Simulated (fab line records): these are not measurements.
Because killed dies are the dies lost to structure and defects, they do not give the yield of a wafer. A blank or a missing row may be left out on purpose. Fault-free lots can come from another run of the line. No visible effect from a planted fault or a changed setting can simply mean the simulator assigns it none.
Chamber matching ; flow n5Finfet ; rieDiel-05 running N5_BEOL_M0_ETCH_128: 4 sister chambers
The step etches SiCN in CF4/N2, target depth 12 nm, overetch 5.1 nm, time 21.4 s. 24 wafers are shown with their chamber, then 12 later ones without.

== EACH WAFER AND ITS CHAMBER ==
wafer;chamber;showerheadPlenumPTorr (Torr);throttleValvePct (%);oesProductAu (a.u.)
L074.1;2;2.33;15.10;0.62
L074.4;1;2.17;15.24;0.63
L074.6;3;2.10;15.50;0.48
L075.1;1;2.17;15.24;0.64
L075.4;2;2.33;15.10;0.63
L075.6;0;2.32;15.68;0.53
L076.2;1;2.17;15.25;0.62
L076.3;3;2.10;15.52;0.48
L076.4;2;2.33;15.12;0.64
L077.2;0;2.32;15.70;0.53
L077.3;2;2.33;15.11;0.61
L077.5;1;2.17;15.26;0.63
L079.3;1;2.17;15.26;0.62
L079.4;0;2.32;15.71;0.53
L079.5;2;2.32;15.13;0.61
L080.2;1;2.17;15.26;0.62
L080.3;2;2.32;15.13;0.62
L080.6;2;2.32;15.14;0.61
L081.2;1;2.17;15.26;0.61
L081.3;0;2.32;15.71;0.53
L081.4;2;2.32;15.13;0.61
L084.1;1;2.17;15.28;0.61
L084.2;3;2.09;15.54;0.47
L084.4;2;2.32;15.14;0.60

SIGNATURES (averages over the wafers above)
reading;chamber 0;chamber 1;chamber 2;chamber 3;scatter within a chamber
showerheadPlenumPTorr;2.3200;2.1700;2.3244;2.0967;0.0038
throttleValvePct;15.7000;15.2562;15.1222;15.5200;0.0151
oesProductAu;0.5300;0.6225;0.6167;0.4767;0.01
Rule: distance of a wafer from a chamber = root of the sum over the readings of ((wafer's reading minus chamber's mean) / reading's scatter) squared. If the next closest chamber is less than 2 further off than the closest, the wafer can't be placed; otherwise it belongs to the closest. The scatter: the root of (the sum of the squares of (reading less its chamber's mean) over the shown wafers, divided by (wafers less chambers)).

== WAFERS MISSING THEIR CHAMBER ==
wafer;showerheadPlenumPTorr (Torr);throttleValvePct (%);oesProductAu (a.u.)
L086.1;2.31;15.74;0.52
L086.2;2.09;15.54;0.48
L086.4;2.32;15.17;0.60
L088.3;2.09;15.55;0.47
L088.4;2.32;15.19;0.60
L088.5;2.32;15.17;0.60
L092.1;2.16;15.33;0.59
L092.2;2.31;15.76;0.51
L092.5;2.08;15.58;0.48
L093.3;2.16;15.33;0.58
L093.4;2.16;15.34;0.60
L093.6;2.31;15.76;0.50

== WHICH CHAMBER EACH ONE RAN IN ==
wafer;from the rows above;in truth
L086.1;0;0
L086.2;3;3
L086.4;2;2
L088.3;3;3
L088.4;2;2
L088.5;2;2
L092.1;1;1
L092.2;0;0
L092.5;3;3
L093.3;1;1
L093.4;1;1
L093.6;0;0
12 of 12 placed correctly. Not placeable from these rows: 0. Number placed wrongly: 0.
